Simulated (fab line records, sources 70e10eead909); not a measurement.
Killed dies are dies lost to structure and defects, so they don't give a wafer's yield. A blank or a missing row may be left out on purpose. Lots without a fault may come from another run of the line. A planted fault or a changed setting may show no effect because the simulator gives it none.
Chamber matching | flow nand_harc | NHARC_P_BONDPAD_DESCUM_11 on rie_diel-12: 4 sister chambers
The step chemistry O2, time 3 s. 8 wafers are shown with their chamber, then 12 later ones without.

WAFERS WITH THEIR CHAMBER
wafer  | chamber | oes_product_au (a.u.) | rf_vpp_V (V)
L079.6 | 1       | 1.001                 | 58.5
L084.2 | 1       | 0.991                 | 58.5
L084.5 | 2       | 1.002                 | 58.7
L087.3 | 3       | 0.982                 | 57.0
L087.6 | 0       | 0.994                 | 56.5
L089.1 | 0       | 0.997                 | 57.0
L089.2 | 3       | 1.006                 | 58.5
L089.4 | 2       | 1.015                 | 56.9

WAFERS WITHOUT THEIR CHAMBER
wafer  | oes_product_au (a.u.) | rf_vpp_V (V)
L090.3 | 1.010                 | 57.6
L090.4 | 1.007                 | 57.2
L090.5 | 0.988                 | 58.3
L091.1 | 1.008                 | 57.4
L091.4 | 0.997                 | 55.8
L091.5 | 1.006                 | 57.0
L097.1 | 1.009                 | 58.4
L097.2 | 0.995                 | 59.3
L097.6 | 1.000                 | 59.6
L096.1 | 1.009                 | 57.7
L096.2 | 1.016                 | 57.8
L096.5 | 0.998                 | 58.6

WHICH CHAMBER EACH WENT THROUGH
wafer  | from the rows above               | in truth
L090.3 | can't be placed: 2 or 3 or 1 or 0 | 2
L090.4 | can't be placed: 2 or 0 or 3 or 1 | 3
L090.5 | can't be placed: 1 or 3 or 0 or 2 | 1
L091.1 | can't be placed: 2 or 3 or 0 or 1 | 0
L091.4 | can't be placed: 0 or 3 or 2      | 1
L091.5 | can't be placed: 2 or 0 or 3 or 1 | 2
L097.1 | can't be placed: 2 or 1 or 3 or 0 | 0
L097.2 | can't be placed: 1 or 3 or 2      | 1
L097.6 | can't be placed: 1 or 3 or 2      | 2
L096.1 | can't be placed: 2 or 3 or 1 or 0 | 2
L096.2 | can't be placed: 2 or 1 or 3 or 0 | 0
L096.5 | can't be placed: 1 or 3 or 2 or 0 | 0
Placed correctly: 0 of 12. Can't be placed from these rows: 12 (the true chamber is among the candidates in 11). Placed wrongly: 0.
How it was worked out, from the rows above alone: a wafer's distance from a chamber is the root of the sum, over the readings, of the square of ((its reading less the chamber's mean) divided by the reading's scatter). The wafer belongs to the nearest chamber; if the next one is less than 2 further off, it can't be placed. A chamber's mean is the mean of its shown wafers. The scatter: the root of (the sum of the squares of (reading less its chamber's mean) over the shown wafers, divided by (wafers less chambers)).
